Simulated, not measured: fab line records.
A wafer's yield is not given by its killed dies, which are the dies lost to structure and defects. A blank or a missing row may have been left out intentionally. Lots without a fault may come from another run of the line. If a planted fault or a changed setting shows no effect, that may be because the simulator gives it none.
Code-filled problem report in 8D (eight disciplines) form	flow nandHarc	the parts of the form that need people (team, actions taken, sign-off) are left out

1. THE PROBLEM
Wafers without a fault read 999 nm, standard deviation 7.4; thkNm at NHARC_A_ONON_D1_THK_MEAS_02 reads a mean of 628 nm on 3 wafers belonging to 3 lots. Measured from the usual mean, that is -50 standard deviations.
The step: measures by ellipsometry.
The first sign was on wafer L366.6 at day 11 09:49, on filmMetro-02. The record has a number at this step for 35 wafers belonging to 12 lots. The rule behind "out" and "out of limits": a value lying over 4 standard deviations away from the usual mean. Any other wafer with a number is counted as sound.

2. WHAT IT IS, AND WHAT IT ISN'T
question	is	is not
which readings at this step	thkNm	-
which lots	L366, L367, L368	L358, L359, L360, L374, L375, L377, L378, L379, L381
which wafers of those lots	L366.6, L367.6, L368.6	L366.5, L367.1, L367.4, L368.4, L368.5
read on which gauges	filmMetro-02	filmMetro-01
when	from day 11 09:49	up to then (10 sound wafers); but 22 sound wafers of L367, L368, L374, L375, L377, L378, L379, L381 came after

3. WHAT RULES OUT EACH SUSPECT
Counting: any tool at a process step up to the reading remains a suspect provided it ran every lot that is out. Sound lots after the first of them don't rule it out here, since some wafers of a struck lot are sound.
- the gauge at NHARC_A_ONON_D1_THK_MEAS_02 has been ruled out. All the wafers that are out were read on filmMetro-02, but those of them that NHARC_END_SORT_01 has rows for are out there too, on other tools.
- pecvdOnon-03 at NHARC_A_ONON_D1_DEP_00 (target thk 1000 nm): kept. Ran every lot that is out, first one L366 (day 11 09:32); last sound lot up to then L360 (day 8 16:18).
Left after counting: pecvdOnon-03 at NHARC_A_ONON_D1_DEP_00.

4. THE CAUSE (what the simulator had put in)
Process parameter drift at NHARC_A_ONON_D1_DEP_00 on pecvdOnon-03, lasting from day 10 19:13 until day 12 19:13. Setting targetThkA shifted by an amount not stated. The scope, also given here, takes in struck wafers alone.
The count eliminated every tool but this one.

5. SEQUENCE OF EFFECTS, ordered by route
One row per reading whose mean, taken over the struck wafers that have a number, lies over 3 standard deviations from the usual. Scope: only readings with a usual standard deviation given in the record; hours: median across lots of the time from each lot's start at the first step in this table that gives one to its start at this step; sigmas: change in usual standard deviations.
hours	step	reading	usual	on struck wafers	change	sigmas
0	NHARC_A_ONON_D1_THK_MEAS_02	thkNm	999 nm	628	-371	-50
402	NHARC_END_SORT_01	killedAtArray	52	672	+620	+36
402	NHARC_END_SORT_01	killedDies	57	677	+620	+39

6. WHAT WOULD HAVE CAUGHT IT SOONER
In this record the first reading out of limits at a measuring or inspecting step was taken at day 11 09:49, 15 hours after the fault began at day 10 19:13.
Of the tool readings at NHARC_A_ONON_D1_DEP_00 for which the record gives a usual standard deviation, none was out on any struck wafer, so an alarm limit of 4 standard deviations on them would not have fired.
Among the 3 lots that are out, L367, L368 began NHARC_A_ONON_D1_DEP_00 on pecvdOnon-03 after day 11 09:49. A hold on the tool at that time would have spared those 2.
